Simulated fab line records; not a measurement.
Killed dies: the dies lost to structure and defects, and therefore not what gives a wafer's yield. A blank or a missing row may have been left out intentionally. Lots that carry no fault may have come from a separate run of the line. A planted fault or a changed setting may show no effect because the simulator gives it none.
A lot that was struck, set against a sound lot    flow nand_harc    15 steps out of a route of 1302
Sound: these wafers, L404.1, L404.3, L404.4. The struck wafers were L411.1, L411.3, L411.6. Last of all comes the cause.
Order at every step that has rows: each side's tool, ch and its chambers, its first start. Under that, the readings that differ: sound wafers    struck wafers    difference of the means    sigmas: that difference in standard deviations of wafers without a fault.
alike: same words and numbers on both sides, and readings whose means sit less than 2 such deviations apart. not compared: any withheld reading, any reading some wafer has no value for, any bound like >300 that may hide the same value, and any number with overlapping values for which the record gives no deviation.
The two part at a step that has a row with sigmas, a row that says differs or no value, or rows on one side only. Non-overlapping numbers with no deviation appear without sigmas and do not part them. Lack of a reading on every wafer of one side parts them only where that side has two or more wafers.

first, 6 steps without rows for these wafers: NHARC_A_DECK1_JOINT_CVD_34 (deposits SiNx, target thk 20 nm); NHARC_A_DECK1_JOINT_DEP_06 (deposits SiOx, target thk 80 nm); NHARC_A_DECK1_JOINT_CURE_26 (time 32 s); NHARC_A_DECK1_JOINT_ANNEAL_27 (time 3600 s); NHARC_A_DECK1_JOINT_ANNEAL_28 (time 1800 s); NHARC_A_DECK1_JOINT_ANNEAL_29 (time 1800 s).
NHARC_A_DECK1_JOINT_CMP_02: polishes SiOx.
  sound on cmp-03 ch 0,1,2, day 12 09:49; struck on cmp-03 ch 0,1, day 15 18:20
  alike: edge_zone_pressure_frac, motor_current_A, retaining_ring_pressure_frac, slurry_filter_dp_kPa, slurry_flow_ml_min
  not compared: pad_life_wafers
next, for these wafers, 1 step has no rows: NHARC_A_DECK1_JOINT_SRD_15.
NHARC_A_DECK1_JOINT_DEP_16: deposits SiO2, target thk 45 nm.
  sound on pecvd-02 ch 0,1,2, day 12 10:14; struck on pecvd-01 ch 0,2, day 15 18:44
  alike: heater_power_w, throttle_valve_pct
NHARC_A_DECK1_JOINT_THK_MEAS_17: measures by ellipsometry.
  struck on film_metro-02, day 15 19:01; sound on film_metro-01, day 12 10:29
  alike: thk_nm
NHARC_A_DECK1_JOINT_INSPECT_05:
  struck on defect_inspect-01, day 15 19:03; sound on defect_inspect-01, day 12 10:31
  alike: raw_defect_count
NHARC_A_ONON_D2_DEP_00: target thk 1000 nm.
  sound on pecvd_onon-02 ch 0, day 12 10:35; struck on pecvd_onon-04 ch 0, day 15 19:07
NHARC_A_ONON_D2_THK_MEAS_02: measures by ellipsometry.
  struck on film_metro-01, day 15 19:38; sound on film_metro-02, day 12 11:05
reading      sound           struck       difference  sigmas
thk_nm (nm)  1005 1005 1003  364 367 364  -639        -64
next comes 1 step that has no rows for these wafers: NHARC_A_ONON_D2_DEP_03 (target thickness 1000 nm).
-- jump in the record: it breaks off in module A_ONON_D2 and resumes in module END (first step shown: number 1302 of the route), and 12 days separate the struck wafers' starts before and after --
NHARC_END_SORT_01:
  at this point the record logs the struck wafers (prober-02 ch 0, day 27 14:43) and has no rows for the sound ones

== WHERE THEY PART ==
Earliest at NHARC_A_ONON_D2_THK_MEAS_02; latest, in this record, at NHARC_END_SORT_01.

WHY: what had been put in by the simulator
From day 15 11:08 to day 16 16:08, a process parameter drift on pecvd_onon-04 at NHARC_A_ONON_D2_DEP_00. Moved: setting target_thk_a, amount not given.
